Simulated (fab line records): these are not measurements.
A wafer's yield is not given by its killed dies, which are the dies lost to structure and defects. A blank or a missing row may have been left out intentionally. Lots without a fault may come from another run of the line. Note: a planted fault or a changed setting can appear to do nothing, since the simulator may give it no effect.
Chamber matching	flow nandHarc	4 sister chambers for NHARC_A_STAIRCASE_TRIM_196 on rieDiel-01
The step chemistry O2, time 211.2 s. 18 wafers are shown with their chamber, then 9 later ones without.

## WAFERS, EACH WITH ITS CHAMBER
wafer	chamber	showerheadPlenumPTorr (Torr)	drypumpMotorCurrentA (A)	rfVppV (V)
L074.1	1	3.64	5.8	57.1
L074.3	0	3.68	5.2	57.1
L074.6	1	3.64	5.8	58.7
L075.2	2	3.30	6.3	57.6
L075.3	3	3.66	5.6	59.4
L075.5	2	3.30	6.2	57.0
L081.1	1	3.63	5.7	58.1
L081.3	2	3.30	6.3	57.3
L081.5	1	3.63	5.7	57.6
L083.1	2	3.29	6.3	57.4
L083.3	3	3.65	5.6	57.3
L083.6	0	3.66	5.2	57.4
L084.3	1	3.63	5.8	58.8
L084.4	2	3.29	6.3	58.1
L084.6	1	3.63	5.7	57.2
L087.2	2	3.29	6.3	56.6
L087.3	3	3.65	5.6	59.3
L087.5	1	3.62	5.8	57.3

SIGNATURES (averages over the wafers above)
reading	chamber 0	chamber 1	chamber 2	chamber 3	scatter within a chamber
showerheadPlenumPTorr	3.6700	3.6314	3.2950	3.6533	0.00708
drypumpMotorCurrentA	5.200	5.757	6.283	5.600	0.0427
rfVppV	57.250	57.829	57.333	58.667	0.717
Rule: for each reading, subtract the chamber's mean from the wafer's reading, divide by that reading's scatter and square the result; add these up over the readings and take the root, which gives the wafer's distance from the chamber. The wafer belongs to the nearest chamber; if the next one is less than 2 further off, it can't be placed. The scatter: take each reading less its chamber's mean, square it, sum over the shown wafers, divide by the number of wafers less the number of chambers, and take the root.

## WAFERS WITHOUT THEIR CHAMBER
wafer	showerheadPlenumPTorr (Torr)	drypumpMotorCurrentA (A)	rfVppV (V)
L086.1	3.65	5.6	57.8
L086.3	3.29	6.3	57.0
L086.6	3.62	5.8	58.0
L092.1	3.64	5.6	58.8
L092.3	3.62	5.7	59.3
L092.4	3.29	6.3	58.0
L097.2	3.65	5.2	59.1
L097.4	3.61	5.7	58.3
L097.5	3.61	5.8	57.7

## WHICH CHAMBER EACH WENT THROUGH
wafer	from the rows above	in truth
L086.1	3	3
L086.3	2	2
L086.6	1	1
L092.1	3	3
L092.3	1	1
L092.4	2	2
L097.2	0	0
L097.4	1	1
L097.5	1	1
9 of 9 placed correctly. Not placeable from these rows: 0. 0 placed wrongly.
